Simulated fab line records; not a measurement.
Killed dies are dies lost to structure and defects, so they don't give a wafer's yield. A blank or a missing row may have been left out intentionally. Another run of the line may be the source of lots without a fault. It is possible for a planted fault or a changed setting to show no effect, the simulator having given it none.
Chamber matching | flow nand_harc | 4 sister chambers for NHARC_A_WL_FILL_ETCHBACK_26 on rie_si-05
The step etches the open film in HBr, target depth 52 nm, time 13.3 s. 18 wafers are shown with their chamber, then 9 later ones without.

## WAFERS PAIRED WITH THEIR CHAMBERS
wafer  | chamber | drypump_motor_current_A (A) | rf_fwd_power_W (W) | oes_product_au (a.u.)
L077.2 | 3       | 5.2                         | 344.3              | 1.005
L077.4 | 1       | 5.2                         | 342.2              | 1.002
L077.6 | 2       | 5.0                         | 343.9              | 0.998
L080.1 | 3       | 5.2                         | 342.9              | 1.013
L080.2 | 1       | 5.2                         | 342.3              | 0.986
L080.4 | 0       | 5.5                         | 342.1              | 0.998
L084.1 | 2       | 5.0                         | 345.8              | 0.996
L084.3 | 0       | 5.5                         | 341.7              | 0.987
L084.5 | 0       | 5.5                         | 344.2              | 0.993
L082.1 | 0       | 5.6                         | 342.4              | 0.988
L082.5 | 3       | 5.2                         | 343.4              | 1.009
L082.6 | 0       | 5.6                         | 341.0              | 0.993
L088.1 | 0       | 5.6                         | 343.1              | 0.982
L088.4 | 2       | 5.0                         | 346.8              | 1.007
L088.6 | 1       | 5.2                         | 343.0              | 1.006
L087.1 | 1       | 5.2                         | 341.5              | 0.996
L087.4 | 2       | 5.0                         | 346.3              | 0.999
L087.6 | 2       | 5.0                         | 345.6              | 1.005

SIGNATURES (means of the wafers above)
reading                 | chamber 0 | chamber 1 | chamber 2 | chamber 3 | scatter within a chamber
drypump_motor_current_A | 5.550     | 5.200     | 5.000     | 5.200     | 0.0327
rf_fwd_power_W          | 342.417   | 342.250   | 345.680   | 343.533   | 0.972
oes_product_au          | 0.99017   | 0.99750   | 1.00100   | 1.00900   | 0.00602
Rule: a wafer lies at a distance from a chamber equal to the root of the sum of squares, over the readings, of (its reading less the chamber's mean, divided by the reading's scatter). If the next closest chamber is less than 2 further off than the closest, the wafer can't be placed; otherwise it belongs to the closest. How the scatter is found: for the shown wafers, subtract from each reading the mean of its chamber, square and add these, divide the total by (wafers less chambers), then take the root.

## WAFERS WHOSE CHAMBER IS MISSING
wafer  | drypump_motor_current_A (A) | rf_fwd_power_W (W) | oes_product_au (a.u.)
L091.1 | 5.5                         | 343.8              | 0.995
L091.2 | 5.0                         | 345.7              | 1.004
L091.3 | 5.2                         | 344.5              | 1.006
L092.3 | 5.6                         | 342.1              | 0.992
L092.4 | 5.2                         | 344.4              | 1.013
L092.6 | 5.2                         | 343.0              | 0.993
L095.3 | 5.2                         | 342.3              | 0.985
L095.4 | 5.0                         | 345.8              | 0.998
L095.6 | 5.2                         | 345.0              | 1.003

## WHICH CHAMBER EACH WENT THROUGH
wafer  | from the rows above     | in truth
L091.1 | 0                       | 0
L091.2 | 2                       | 2
L091.3 | can't be placed: 3 or 1 | 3
L092.3 | 0                       | 0
L092.4 | 3                       | 3
L092.6 | can't be placed: 1 or 3 | 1
L095.3 | 1                       | 1
L095.4 | 2                       | 2
L095.6 | can't be placed: 3 or 1 | 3
Placed correctly: 6 of 9. Cannot be placed on the basis of these rows: 3; the candidates contain the true chamber in 3. 0 placed wrongly.
